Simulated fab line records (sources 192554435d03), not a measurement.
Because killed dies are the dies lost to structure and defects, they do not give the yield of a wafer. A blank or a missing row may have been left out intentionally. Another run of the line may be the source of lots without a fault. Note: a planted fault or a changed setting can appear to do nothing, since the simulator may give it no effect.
Struck lot and sound lot, side by side :: flow n5_finfet :: 39 out of 1938 route steps
Sound: the wafers L368.4, L368.5, L368.6. Wafers L359.1, L359.2, L359.3 were the ones struck. The cause is named last.
Each step with rows lists, per side, the tool, then ch with its chambers, then its first start. Under that, the readings that differ: sound wafers :: struck wafers :: difference of the means :: sigmas: that difference in standard deviations of wafers without a fault.
alike: words and numbers the same on both sides, and readings whose means are apart by under 2 such deviations; not compared: readings that were withheld, readings missing a value for some wafer, numbers with overlapping values and no deviation given by the record, and bounds like >300 which may hide the same value.
A row with sigmas, a row that says differs or no value, or rows on one side alone: a step with any of these is where the two part. Non-overlapping numbers with no deviation appear without sigmas and do not part them. Lack of a reading on every wafer of one side parts them only where that side has two or more wafers.

first, 9 steps without rows for these wafers: N5_BEOL_M4_ANNEAL_95 (time 240 s); N5_BEOL_M4_SPUTTER_96 (material Cu, target thk 4.5 nm, time 8.29 s); N5_BEOL_M4_ECD_50 (material Cu, target thk 300 nm); N5_BEOL_M4_ANNEAL_51 (time 90 s); N5_BEOL_M4_CMP_52 (polishes, stops on SiOC, t overpolish 6.8 s, target thk 40 nm); N5_BEOL_M4_PRE_CLEAN_60 (time 15 s); N5_BEOL_M4_CO_CAP_55 (material Co, precursor CCTBA/H2, target thk 2 nm, time 102.1 s); N5_BEOL_M4_PRE_CLEAN_56 (time 15 s); N5_BEOL_M4_DEP_57 (deposits SiCN from 3MS/NH3, target thk 8 nm, time 14 s).
N5_BEOL_M4_RC_MEAS_101:
  sound on prober-02 ch 0, day 12 13:22; struck on prober-02 ch 0, day 10 10:39
  alike: DIBL_N, DIBL_P, IOFF_N, IOFF_P, ION_N, ION_P, SS_N, SS_P, VT_N, VT_P
then, 24 steps without rows for these wafers: N5_BEOL_M5_ILD_DEP_00 (deposits SiCOH lowk from DEMS/porogen, target thk 140.64 nm, time 25.9 s); N5_BEOL_M5_CURE_79 (cures SiCOH lowk, time 240 s); N5_BEOL_M5_PECVD_70 (deposits SiO2 from TEOS/O2, target thk 16 nm, time 18 s); N5_BEOL_M5_HM_DEP_02 (deposits TiN, target thk 20 nm); N5_BEOL_M5_COAT_59 (time 60 s, resist thk 60 nm); N5_BEOL_M5_COAT_60 (time 60 s, resist thk 12 nm); N5_BEOL_M5_COAT_71 (time 60 s, resist thk 5 nm); N5_BEOL_M5_COAT_05 (resist thk 30 nm); N5_BEOL_M5_EBR_07; N5_BEOL_M5_SOFTBAKE_06 (time 60 s); N5_BEOL_M5_EXPOSE_08 (exposes mask M5, target cd 28 nm); N5_BEOL_M5_PEB_09 (peb time 60 s); N5_BEOL_M5_DEVELOP_10 (develop time 30 s); N5_BEOL_M5_DESCUM_16 (chemistry O2, time 7 s); N5_BEOL_M5_ETCH_72 (etches underlayer in N2/H2, target depth 6.5 nm, time 5.2 s); N5_BEOL_M5_ETCH_61 (etches SiARC in CF4, target depth 15.6 nm, time 26 s); N5_BEOL_M5_ETCH_62 (etches SOC in N2/H2, target depth 75 nm, overetch 15 nm, time 112.5 s); N5_BEOL_M5_STRIP_63 (strips in N2/H2); N5_BEOL_M5_STRIP_73 (strips in N2/H2); N5_BEOL_M5_STRIP_64 (strips in CF4); N5_BEOL_M5_HM_OPEN_17 (chemistry Cl2/BCl3, target TiN, target depth 20 nm, overetch 6 nm); N5_BEOL_M5_STRIP_19 (strips in O2); N5_BEOL_M5_COAT_65 (time 60 s, resist thk 60 nm); N5_BEOL_M5_COAT_66 (time 60 s, resist thk 12 nm).
N5_BEOL_M7_CMP_52: polishes, stops on SiCOH lowk, t overpolish 6.9 s, target thk 80 nm.
  sound on cmp-04 ch 1,2,3, day 13 20:04; struck on cmp-01 ch 1,2,3, day 11 10:22
  no value came back on the struck wafers for any of 6 readings (barrier_field_endpoint_s (s), clearing_platen_down_force_psi (psi) and others); on the sound wafers barrier_field_endpoint_s (s) reads 31.2 29.2 30.0
reading: model.Cu_of_BEOL_M7_ECD_50.thk_nm (nm)
sound: 81.4 79.8 78.8
struck: 301.6 294 298.4
difference: +218.0
sigmas: 

reading: model.SiO2_of_BEOL_M7_PECVD_70.thk_nm (nm)
sound: 0 0 0
struck: 19.8 19.8 19.2
difference: +19.6
sigmas: 
N5_BEOL_M7_THK_MEAS_53: measures by xrf.
  sound on film_metro-01 at day 13 20:14; struck on film_metro-01 at day 11 10:39
reading: M7_THK (nm)
sound: 80.6 79.4 78.4
struck: 301.7 294.5 298.8
difference: +218.9
sigmas: +99 or more
N5_BEOL_M7_RS_MEAS_57: uses a four-point probe to measure.
  sound on film_metro-02 at day 13 20:22; struck on film_metro-01 at day 11 10:47
reading: M7_RS (ohm/sq)
sound: 0.280 0.286 0.291
struck: 0.064 0.066 0.065
difference: -0.221
sigmas: -22
N5_BEOL_M7_INSPECT_58: inspects for defects (darkfield).
  sound on defect_inspect-02 at day 13 20:24; struck on defect_inspect-02 at day 11 10:49
reading: raw_defect_count
sound: 96 90 71
struck: 1226 1277 1284
difference: +1177
sigmas: +51
-- record jumps: 3 days separate the struck wafers' starts on either side; left off in module BEOL_M7, taken up again in module PASSIVATION, whose first shown step is the route's number 1936 --
N5_PASSIVATION_PROBE_49:
  sound on prober-02 at day 16 23:11; struck on prober-02 at day 14 07:43
reading: defect_limited_yield (%)
sound: 95.2 91.7 91.9
struck: 0 0 0
difference: -93
sigmas: -66

reading: killed_at_M0_to_M3
sound: 21 29 23
struck: 61 38 36
difference: +21
sigmas: +2

reading: killed_at_M4_up
sound: 10 11 11
struck: 1087 1094 1100
difference: +1083
sigmas: +99 or more

reading: killed_dies
sound: 57 98 96
struck: 1180 1180 1180
difference: +1096
sigmas: +64

reading: killed_on_rim
sound: 4 15 9
struck: 152 152 152
difference: +143
sigmas: +34

reading: sort_n_pass
sound: 1123 1082 1084
struck: 0 0 0
difference: -1096
sigmas: -27

reading: sort_yield_pct (%)
sound: 95 92 92
struck: 0 0 0
difference: -93
sigmas: -27
  alike: killed_at_contacts, killed_at_front_end, killed_at_other, killed_open, killed_short, sort_bin_5_function, sort_bin_6_memory

== WHERE THEY PART ==
Last at N5_PASSIVATION_PROBE_49 as far as this record goes, first at N5_BEOL_M7_CMP_52.

WHY: whatever the simulator had introduced
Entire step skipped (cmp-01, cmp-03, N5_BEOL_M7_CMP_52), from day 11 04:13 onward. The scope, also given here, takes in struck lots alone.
